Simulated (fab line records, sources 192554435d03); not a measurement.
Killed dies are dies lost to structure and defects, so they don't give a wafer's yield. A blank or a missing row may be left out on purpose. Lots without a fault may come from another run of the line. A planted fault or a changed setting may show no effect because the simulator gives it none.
Which tool did it? | flow n5_finfet | 11 lots, 31 wafers sampled, at 2 steps of a route of 1938

WHAT THE GAUGES READ, wafer by wafer
N5_BEOL_M9_OVL_MEAS_29.
lot  | measured     | on         | V8_OVL (nm)
L596 | day 11 10:00 | overlay-02 | 0.1 -0.9 0.5
L597 | day 11 14:38 | overlay-02 | 0.2 0.0 -0.1
L599 | day 11 14:50 | overlay-02 | -0.3 -0.4 0.8
L600 | day 12 08:23 | overlay-01 | -0.2 -1.1 -0.7
L601 | day 12 14:16 | overlay-02 | 0.6 1.2 0.9
L605 | day 13 16:23 | overlay-01 | 0.7 1.1
L608 | day 14 08:46 | overlay-01 | 0.4 -0.5
L607 | day 14 08:32 | overlay-01 | 0.4 0.8 -0.5
L609 | day 14 08:14 | overlay-01 | 0.6 0.3 0.4
L610 | day 15 16:11 | overlay-01 | 0.7 -0.1 -0.3
L616 | day 16 05:37 | overlay-01 | 0.3 0.2 -0.1

WHICH TOOL RAN EACH LOT (tool, then ch and the chambers of the sampled wafers, then the start)
lot  | N5_BEOL_M9_DESCUM_16
L596 | rie_diel-05 ch 1,2, day 11 07:13
L597 | rie_diel-05 ch 0,1,2, day 11 12:15
L599 | rie_diel-01 ch 0,2, day 11 12:59
L600 | rie_diel-01 ch 0,2,3, day 12 07:28
L601 | rie_diel-02 ch 1,2, day 12 12:23
L605 | rie_diel-05 ch 2,3, day 13 15:03
L608 | rie_diel-02 ch 0,3, day 14 06:04
L607 | rie_diel-05 ch 1,2,3, day 14 06:17
L609 | rie_diel-02 ch 0,3, day 14 06:18
L610 | rie_diel-01 ch 0,1, day 15 15:20
L616 | rie_diel-02 ch 2,3, day 16 01:25
- N5_BEOL_M9_DESCUM_16: chemistry O2, time 7.9 s.

THE ANSWER, worked out from the rows above alone
Rule: what is usual is taken from the lots themselves. Put in order of their means at a reading, lots are off if they are a third of the lots or fewer, leave a main group of 4 or more, and stand apart from it by a gap of 3 or more times the standard deviation of the main group's means; of several such gaps the widest counts. A main group whose means are all the same, to the digits that the tables above print for the reading, isn't used. A lot without any number at a reading at which 4 lots or more have one is off too. The other lots that the step has rows for count as sound.
No lot is off at any reading shown: from this, nothing can be told.

WHAT THE SIMULATOR HAD PUT IN
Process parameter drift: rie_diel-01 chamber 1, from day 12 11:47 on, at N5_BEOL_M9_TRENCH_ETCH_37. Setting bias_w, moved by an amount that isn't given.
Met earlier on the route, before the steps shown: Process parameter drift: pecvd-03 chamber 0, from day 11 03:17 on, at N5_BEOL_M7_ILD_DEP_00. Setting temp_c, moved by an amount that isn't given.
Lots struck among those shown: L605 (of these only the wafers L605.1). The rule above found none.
